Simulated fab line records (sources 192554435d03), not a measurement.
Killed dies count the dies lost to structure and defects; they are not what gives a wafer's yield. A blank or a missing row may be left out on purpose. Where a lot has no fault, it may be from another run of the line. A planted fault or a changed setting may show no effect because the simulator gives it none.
Matching of chambers + flow n5 finfet + N5_BEOL_M2_ETCHBACK_99 on rie diel-01 has 4 sister chambers
The step etches SiO2 in CHF3, target depth 5 nm, time 10.4 s. 4 wafers are shown with their chamber, then 11 later ones without.

== EACH WAFER AND ITS CHAMBER ==
| wafer  | chamber | drypump motor current A (A) |
|--------|---------|-----------------------------|
| L087.5 | 1       | 5.6                         |
| L088.1 | 2       | 5.8                         |
| L088.2 | 0       | 5.0                         |
| L089.1 | 3       | 5.2                         |

== WAFERS WITHOUT THEIR CHAMBER ==
| wafer  | drypump motor current A (A) |
|--------|-----------------------------|
| L089.3 | 5.1                         |
| L089.5 | 5.2                         |
| L090.3 | 5.8                         |
| L090.4 | 5.5                         |
| L090.6 | 5.8                         |
| L091.1 | 5.1                         |
| L091.3 | 5.8                         |
| L091.5 | 5.6                         |
| L094.1 | 5.5                         |
| L094.5 | 5.2                         |
| L094.6 | 5.1                         |

== WHICH CHAMBER EACH WENT THROUGH ==
| wafer  | from the rows above     | in truth |
|--------|-------------------------|----------|
| L089.3 | can't be placed: 0 or 3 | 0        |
| L089.5 | 3                       | 3        |
| L090.3 | 2                       | 2        |
| L090.4 | 1                       | 1        |
| L090.6 | 2                       | 2        |
| L091.1 | can't be placed: 0 or 3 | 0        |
| L091.3 | 2                       | 2        |
| L091.5 | 1                       | 1        |
| L094.1 | 1                       | 1        |
| L094.5 | 3                       | 3        |
| L094.6 | can't be placed: 0 or 3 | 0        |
Correctly placed: 8 of 11. Cannot be placed on the basis of these rows: 3; the candidates contain the true chamber in 3. Placed wrongly: 0.
How it was worked out, from the rows above alone: a wafer's distance from a chamber is the root of the sum, over the readings, of the square of ((its reading less the chamber's mean) divided by the reading's scatter). The wafer belongs to the nearest chamber; if the next one is less than 2 further off, it can't be placed. Each chamber's mean is taken over the wafers shown for it. The scatter (one wafer shown for each chamber): square how far every hidden wafer sits from the nearest shown wafer, average those squares and take the square root.
